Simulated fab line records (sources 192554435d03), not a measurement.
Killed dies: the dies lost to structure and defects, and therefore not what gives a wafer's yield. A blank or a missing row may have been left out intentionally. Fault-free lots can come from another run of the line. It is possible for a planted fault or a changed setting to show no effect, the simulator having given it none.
Lot-split experiment | flow n5_finfet | 7 lots, 21 wafers read, on a route of 1938 steps

## THE SPLIT
At N5_FIN_SAQP_EXPOSE_13 (exposes mask FIN CORE, target cd 35.6 nm), the setting dose_mj was moved away from the recipe's 63.25 on 9 of the 21 wafers read, by -5.0% to +3.4%. For the rest of the wafers, this setting stayed at what the recipe calls for.

## FROM THE SPLIT TO THE READING: what the file shows between them, 2 steps
- N5_FIN_SAQP_PEB_14: peb time 60 s
- N5_FIN_SAQP_DEVELOP_15: develop time 30 s

## THE READING
At N5_FIN_SAQP_CD_MEAS_16: cd_nm in nanometres, against a target cd of 35.6 nm. Typical for fault-free wafers on this fab line: 35.60 nm, with standard deviation 0.29 nm.

wafer  | tool, chamber at the split | dose_mj as run | against the recipe | cd_nm, nm | against lot-mates on the recipe
L080.1 | arfi_scanner-01, 0         | 63.25          | recipe             | 35.80     | -
L080.3 | arfi_scanner-01, 0         | 60.32          | -4.6%              | 37.47     | +1.71
L080.6 | arfi_scanner-01, 0         | 63.25          | recipe             | 35.72     | -
L081.1 | arfi_scanner-02, 0         | 63.25          | recipe             | 35.30     | -
L081.4 | arfi_scanner-02, 0         | 65.18          | +3.1%              | 34.62     | -0.68
L081.6 | arfi_scanner-02, 0         | 65.18          | +3.1%              | 34.22     | -1.08
L082.2 | arfi_scanner-01, 0         | 63.25          | recipe             | 35.74     | -
L082.4 | arfi_scanner-01, 0         | 63.25          | recipe             | 35.45     | -
L082.5 | arfi_scanner-01, 0         | 63.25          | recipe             | 35.72     | -
L083.4 | arfi_scanner-02, 0         | 63.25          | recipe             | 35.56     | -
L083.5 | arfi_scanner-02, 0         | 65.43          | +3.4%              | 34.71     | -0.85
L083.6 | arfi_scanner-02, 0         | 65.43          | +3.4%              | 34.21     | -1.35
L089.2 | arfi_scanner-03, 0         | 63.25          | recipe             | 35.04     | -
L089.3 | arfi_scanner-03, 0         | 60.1           | -5.0%              | 36.94     | +1.90
L089.4 | arfi_scanner-03, 0         | 60.1           | -5.0%              | 37.00     | +1.96
L093.1 | arfi_scanner-01, 0         | 63.25          | recipe             | 35.42     | -
L093.4 | arfi_scanner-01, 0         | 63.25          | recipe             | 35.76     | -
L093.5 | arfi_scanner-01, 0         | 63.25          | recipe             | 35.76     | -
L094.2 | arfi_scanner-01, 0         | 60.59          | -4.2%              | 37.27     | +1.41
L094.3 | arfi_scanner-01, 0         | 60.59          | -4.2%              | 37.50     | +1.64
L094.6 | arfi_scanner-01, 0         | 63.25          | recipe             | 35.86     | -

FIT RESULTS
A straight line over all 21 wafers: cd_nm changes by -0.352 nm for each +1% of dose_mj; r = -0.96; the points scatter about the line by 0.28 nm.
The same after taking each lot's own level away (the mean of its wafers on the recipe; 21 wafers): -0.352 nm for each +1%; r = -0.99; scatter 0.16 nm.
The reading moves by 1.8 nm for the largest change in dose_mj, on that fit.
The span of the lots' own levels, 35.040 to 35.860 nm, comes to 2.8 times the standard deviation stated above.
The two slopes are in agreement: the lot-to-lot level therefore moves the slope only a little.
Check: for one of the wafers moved furthest among these (-5.0%), held out of the fit, the line's prediction against its lot-mates is +1.79 nm. It came out at +1.9 nm against them.

## FURTHER SPLITS ON THESE WAFERS
These wafers also went through other splits before the reading. Each is held against what the fit with the lots' levels taken away leaves over:
other split on the same wafers          | wafers away from the commonest value | r with cd_nm (lot level and that fit taken away)
N5_ZERO_LAYER_COAT_05 spin_rpm          | 4                                    | -0.17
N5_ZERO_LAYER_DEVELOP_10 develop_time_s | 5                                    | -0.03
N5_FIN_SAQP_PECVD_48 time_s             | 3                                    | +0.00
N5_FIN_SAQP_PECVD_06 time_s             | 5                                    | -0.27

## FILE'S OWN FIT
cd_nm changes by -0.357 nm for each +1% of dose_mj, r = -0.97.
